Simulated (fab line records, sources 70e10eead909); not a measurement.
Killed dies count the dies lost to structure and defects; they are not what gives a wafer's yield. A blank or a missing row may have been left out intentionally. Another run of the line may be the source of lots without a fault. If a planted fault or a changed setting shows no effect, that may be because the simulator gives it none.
Which of the tools did it? | flow nand_harc | Sampling: 12 lots, 36 wafers, 6 of 1302 route steps

## WHAT THE GAUGES READ, wafer by wafer
NHARC_A_ONON_D1_THK_MEAS_02: measures by ellipsometry.
lot  | measured     | on            | thk_nm (nm)
L340 | day 7 20:16  | film_metro-01 | 997 999 998
L341 | day 8 03:30  | film_metro-02 | 971 969 971
L342 | day 8 12:44  | film_metro-01 | 1005 1004 1004
L346 | day 10 06:50 | film_metro-01 | 1000 999 999
L347 | day 10 14:19 | film_metro-02 | 994 992 994
L349 | day 11 05:46 | film_metro-02 | 1641 1641 1642 1642 1641 1642
L350 | day 12 02:47 | film_metro-02 | 1627 1629 1628 1629 1628 1629
L357 | day 14 17:55 | film_metro-02 | 1010 1010 1010
L358 | day 15 12:43 | film_metro-01 | 986 986 986
L359 | day 16 00:17 | film_metro-01 | 991 990 988
L361 | day 16 08:02 | film_metro-01 | 1007 1009 1008
L363 | day 17 14:19 | film_metro-01 | 998 1002 1000

NHARC_A_ONON_D1_THK_MEAS_08: measures by ellipsometry.
lot  | measured     | on            | thk_nm (nm)
L340 | day 7 21:24  | film_metro-02 | 983 984 983
L341 | day 8 04:38  | film_metro-02 | 995 995 994
L342 | day 8 13:52  | film_metro-01 | 999 999 1002
L346 | day 10 07:58 | film_metro-02 | 1014 1015 1014
L347 | day 10 15:27 | film_metro-01 | 998 995 996
L357 | day 14 19:02 | film_metro-02 | 1008 1008 1009
L358 | day 15 13:51 | film_metro-02 | 1003 1000 1001
L359 | day 16 01:25 | film_metro-02 | 1008 1007 1008
L361 | day 16 09:22 | film_metro-02 | 993 994 995
L363 | day 17 15:26 | film_metro-02 | 985 984 985

NHARC_END_SORT_01.
lot  | measured     | on        | defect_limited_yield (%) | killed_at_array | killed_at_other | killed_at_periphery | killed_dies | killed_open | killed_short | sort_bin_2_pct (%) | sort_bin_3_pct (%) | sort_bin_4_pct (%) | sort_n_pass | sort_rim_yield_pct (%) | sort_yield_pct (%)
L342 | day 25 09:29 | prober-02 | 91.4 93.2 93.2           | 54 44 46        | 0 0 0           | 4 2 0               | 58 46 46    | 4 1 3       | 4 2 3        | 2.2 2.5 2.1        | 0.4 0.6 0.1        | 5.9 3.7 4.6        | 619 631 631 | 88 92 90               | 91.4 93.2 93.2
L346 | day 27 00:16 | prober-02 | 94.1 94.1 94.8           | 40 33 33        | 0 0 0           | 0 7 2               | 40 40 35    | 2 1 1       | 2 1 2        | 2.1 3.1 3.2        | 0.1 0.1 0.3        | 3.7 2.7 1.6        | 637 637 642 | 94 91 89               | 94.1 94.1 94.8
L347 | day 27 00:12 | prober-01 | 90.4 92.8 92.6           | 48 37 42        | 5 4 2           | 12 8 6              | 65 49 50    | 5 2 3       | 1 2 3        | 2.5 1.8 3.0        | 1.3 0.4 0.3        | 5.8 5.0 4.1        | 612 628 627 | 92 90 86               | 90.4 92.8 92.6
L357 | day 31 01:12 | prober-02 | 92.9 92.8 91.7           | 40 43 52        | 0 2 0           | 8 4 4               | 48 49 56    | 3 0 4       | 2 3 5        | 2.2 2.5 2.1        | 0.4 0.4 0.6        | 4.4 4.3 5.6        | 629 628 621 | 84 86 89               | 92.9 92.8 91.7
L358 | day 32 20:59 | prober-02 | 93.2 92.5 93.1           | 44 47 45        | 0 1 0           | 2 3 2               | 46 51 47    | 3 2 6       | 1 2 4        | 1.8 2.4 2.7        | 0.4 0.3 0          | 4.6 4.9 4.3        | 631 626 630 | 89 89 89               | 93.2 92.5 93.1

## WHAT TOOL EACH LOT RAN ON (gives the tool, then ch and the chambers of the sampled wafers, and finally the start)
lot  | NHARC_P_BONDPAD_PVD_17                  | NHARC_A_ZERO_WELL_ETCH_19          | NHARC_A_ONON_D1_DEP_00
L340 | pvd_sputter-03, day 6 22:30 or earlier  | rie_diel-03 ch 2,3, day 6 22:30    | pecvd_onon-01 ch 0, day 7 19:46
L341 | pvd_sputter-02, day 7 03:29 or earlier  | rie_diel-06 ch 0,2,3, day 7 03:29  | pecvd_onon-01 ch 0, day 8 02:59
L342 | pvd_sputter-01, day 7 12:23 or earlier  | rie_diel-06 ch 0,1,3, day 7 12:23  | pecvd_onon-01 ch 0, day 8 12:17
L346 | pvd_sputter-03, day 9 08:10 or earlier  | rie_diel-03 ch 0,2, day 9 08:10    | pecvd_onon-01 ch 0, day 10 06:20
L347 | pvd_sputter-01, day 9 16:04 or earlier  | rie_diel-06 ch 0,3, day 9 16:04    | pecvd_onon-01 ch 0, day 10 13:49
L349 | pvd_sputter-02, day 10 07:59 or earlier | rie_diel-10 ch 1,3, day 10 07:59   | pecvd_onon-01 ch 0, day 11 05:15
L350 | pvd_sputter-03, day 11 04:15 or earlier | rie_diel-06 ch 0,3, day 11 04:15   | pecvd_onon-01 ch 0, day 12 02:20
L357 | pvd_sputter-03, day 13 22:25 or earlier | rie_diel-10 ch 1,2,3, day 13 22:25 | pecvd_onon-01 ch 0, day 14 17:23
L358 | pvd_sputter-02, day 14 14:52 or earlier | rie_diel-03 ch 0,1,2, day 14 14:52 | pecvd_onon-01 ch 0, day 15 12:12
L359 | pvd_sputter-01, day 15 00:04 or earlier | rie_diel-03 ch 0,1,2, day 15 00:04 | pecvd_onon-03 ch 0, day 15 23:46
L361 | pvd_sputter-01, day 15 09:44 or earlier | rie_diel-03 ch 0,1,2, day 15 09:44 | pecvd_onon-03 ch 0, day 16 07:31
L363 | pvd_sputter-01, day 16 10:43 or earlier | rie_diel-03 ch 1,2, day 16 10:43   | pecvd_onon-01 ch 0, day 17 13:48
- NHARC_P_BONDPAD_PVD_17: deposits TaN, target thk 5 nm, time 8.06 s.
- NHARC_A_ZERO_WELL_ETCH_19: etches the open film in N2/H2, target depth 80 nm, overetch 24 nm, time 87.88 s.
- NHARC_A_ONON_D1_DEP_00: target thk 1000 nm.

## WHAT THE TOOLS THEMSELVES READ (means of the sampled wafers that have a number; where no wafer has one, the mark that the record gives instead)
NHARC_P_BONDPAD_PVD_17.
lot  | tool           | throttle_valve_pct (%)
L340 | pvd_sputter-03 | 28.8
L341 | pvd_sputter-02 | 31.1
L342 | pvd_sputter-01 | 30.1
L346 | pvd_sputter-03 | 30.0
L347 | pvd_sputter-01 | 29.9
L349 | pvd_sputter-02 | 31.1
L350 | pvd_sputter-03 | 28.9
L357 | pvd_sputter-03 | 29.3
L358 | pvd_sputter-02 | 31.2
L359 | pvd_sputter-01 | 29.6
L361 | pvd_sputter-01 | 30.2
L363 | pvd_sputter-01 | 30.0

NHARC_A_ZERO_WELL_ETCH_19.
lot  | tool        | bias_w (W) | drypump_motor_current_A (A) | oes_product_au (a.u.) | rf_vpp_V (V) | showerhead_plenum_p_Torr (Torr) | throttle_valve_pct (%)
L340 | rie_diel-03 | 150.1      | 6.1                         | 1.007                 | 432          | 2.09                            | 14.177
L341 | rie_diel-06 | 150.3      | 5.7                         | 0.993                 | 430          | 2.01                            | 14.176
L342 | rie_diel-06 | 150.1      | 5.5                         | 0.994                 | 428          | 1.95                            | 14.167
L346 | rie_diel-03 | 150.6      | 5.9                         | 1.004                 | 427          | 1.92                            | 14.170
L347 | rie_diel-06 | 149.8      | 5.3                         | 0.996                 | 427          | 1.91                            | 14.180
L349 | rie_diel-10 | 149.8      | 6.0                         | 1.002                 | 431          | 2.03                            | 14.167
L350 | rie_diel-06 | 150.0      | 5.4                         | 1.002                 | 426          | 1.91                            | 14.166
L357 | rie_diel-10 | 149.9      | 6.0                         | 1.008                 | 432          | 2.08                            | 14.179
L358 | rie_diel-03 | 149.7      | 6.0                         | 0.999                 | 429          | 2.00                            | 14.168
L359 | rie_diel-03 | 149.7      | 6.0                         | 0.998                 | 429          | 2.00                            | 14.165
L361 | rie_diel-03 | 150.2      | 6.0                         | 0.994                 | 430          | 2.00                            | 14.159
L363 | rie_diel-03 | 149.7      | 6.1                         | 0.997                 | 429          | 2.00                            | 14.177

NHARC_A_ONON_D1_DEP_00.
lot  | tool          | susceptor_temp_C (C)
L340 | pecvd_onon-01 | 400.09
L341 | pecvd_onon-01 | 399.88
L342 | pecvd_onon-01 | 400.03
L346 | pecvd_onon-01 | 399.97
L347 | pecvd_onon-01 | 399.96
L349 | pecvd_onon-01 | 400.05
L350 | pecvd_onon-01 | 399.79
L357 | pecvd_onon-01 | 400.05
L358 | pecvd_onon-01 | 399.92
L359 | pecvd_onon-03 | 400.14
L361 | pecvd_onon-03 | 400.09
L363 | pecvd_onon-01 | 400.06

## THE ANSWER, worked out from the rows above alone
Rule: usual is defined by the lots themselves. Put in order of their means at a reading, lots are off if they are a third of the lots or fewer, leave a main group of 4 or more, and stand apart from it by a gap of 3 or more times the standard deviation of the main group's means; of several such gaps the widest counts. If all means in a main group match to the digits the tables above print for the reading, that group is not used. Also off: a lot with no number at a reading for which 4 or more lots have one. The other lots that the step has rows for count as sound. Order of review: gauges by route order, followed by the tools' own readings, for which a lot's mean as printed above is used. At the first step where some lot is off, the reading lying furthest off is the one used; lots without a number count as furthest.
Off, at NHARC_A_ONON_D1_THK_MEAS_02 on thk_nm: L349, L350. The main group: mean 996 nm, standard deviation 11.
If a tool, at a process step before that reading, ran all the lots that are off and no sound lot after the first of them, it fits. Those tools and the gauges at NHARC_A_ONON_D1_THK_MEAS_02 are tried in the same way. With no start given for some of its lots, NHARC_P_BONDPAD_PVD_17 uses the hours and lot order of NHARC_A_ZERO_WELL_ETCH_19. Of those tried, none fits.

## WHAT THE SIMULATOR PUT IN
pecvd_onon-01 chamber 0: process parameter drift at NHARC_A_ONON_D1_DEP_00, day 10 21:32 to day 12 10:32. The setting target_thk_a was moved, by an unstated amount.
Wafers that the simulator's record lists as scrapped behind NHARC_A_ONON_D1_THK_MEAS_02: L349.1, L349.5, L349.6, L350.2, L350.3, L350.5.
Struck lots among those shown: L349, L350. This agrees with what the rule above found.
